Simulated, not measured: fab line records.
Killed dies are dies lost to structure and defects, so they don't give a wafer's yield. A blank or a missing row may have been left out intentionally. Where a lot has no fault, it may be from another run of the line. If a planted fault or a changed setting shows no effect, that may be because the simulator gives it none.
Chamber matching || flow nand-harc || NHARC_P_CONTACT_ALD_22 on ald-metal-01: 4 sister chambers
The step deposits TiN, target thk 3 nm, pulse time 1 s, ald cycles 150. 8 wafers are shown with their chamber, then 8 later ones without.

WAFERS, EACH WITH ITS CHAMBER
{"wafer": "L078.6", "chamber": 0, "heater-power-w (W)": 980, "precursor-pulse-height-rel": 1.001}
{"wafer": "L086.1", "chamber": 3, "heater-power-w (W)": 897, "precursor-pulse-height-rel": 1.017}
{"wafer": "L086.2", "chamber": 0, "heater-power-w (W)": 1008, "precursor-pulse-height-rel": 0.968}
{"wafer": "L086.3", "chamber": 2, "heater-power-w (W)": 1210, "precursor-pulse-height-rel": 1.049}
{"wafer": "L090.1", "chamber": 2, "heater-power-w (W)": 1248, "precursor-pulse-height-rel": 1.027}
{"wafer": "L090.2", "chamber": 3, "heater-power-w (W)": 907, "precursor-pulse-height-rel": 1.004}
{"wafer": "L090.5", "chamber": 1, "heater-power-w (W)": 1015, "precursor-pulse-height-rel": 1.025}
{"wafer": "L091.2", "chamber": 1, "heater-power-w (W)": 985, "precursor-pulse-height-rel": 0.995}

WAFERS WITHOUT THEIR CHAMBER
{"wafer": "L091.4", "heater-power-w (W)": 1261, "precursor-pulse-height-rel": 0.967}
{"wafer": "L091.6", "heater-power-w (W)": 1262, "precursor-pulse-height-rel": 0.970}
{"wafer": "L094.4", "heater-power-w (W)": 986, "precursor-pulse-height-rel": 1.007}
{"wafer": "L094.5", "heater-power-w (W)": 1213, "precursor-pulse-height-rel": 0.960}
{"wafer": "L094.6", "heater-power-w (W)": 896, "precursor-pulse-height-rel": 1.012}
{"wafer": "L095.1", "heater-power-w (W)": 994, "precursor-pulse-height-rel": 1.031}
{"wafer": "L095.2", "heater-power-w (W)": 1265, "precursor-pulse-height-rel": 0.986}
{"wafer": "L095.5", "heater-power-w (W)": 1257, "precursor-pulse-height-rel": 0.992}

WHICH CHAMBER EACH ONE RAN IN
{"wafer": "L091.4", "from the rows above": 2, "in truth": 2}
{"wafer": "L091.6", "from the rows above": 2, "in truth": 2}
{"wafer": "L094.4", "from the rows above": "can't be placed: 1 or 0", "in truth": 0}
{"wafer": "L094.5", "from the rows above": 2, "in truth": 2}
{"wafer": "L094.6", "from the rows above": 3, "in truth": 3}
{"wafer": "L095.1", "from the rows above": "can't be placed: 1 or 0", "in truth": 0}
{"wafer": "L095.2", "from the rows above": 2, "in truth": 2}
{"wafer": "L095.5", "from the rows above": 2, "in truth": 2}
Correct placement for 6 of the 8. Not placeable from these rows: 2 (in 2, the candidates include the true chamber). Placed wrongly: 0.
How it was worked out, from the rows above alone: a wafer's distance from a chamber is the root of the sum, over the readings, of the square of ((its reading less the chamber's mean) divided by the reading's scatter). If the next closest chamber is less than 2 further off than the closest, the wafer can't be placed; otherwise it belongs to the closest. A chamber's mean is the mean of its shown wafers. The scatter: the root of (the sum of the squares of (reading less its chamber's mean) over the shown wafers, divided by (wafers less chambers)).
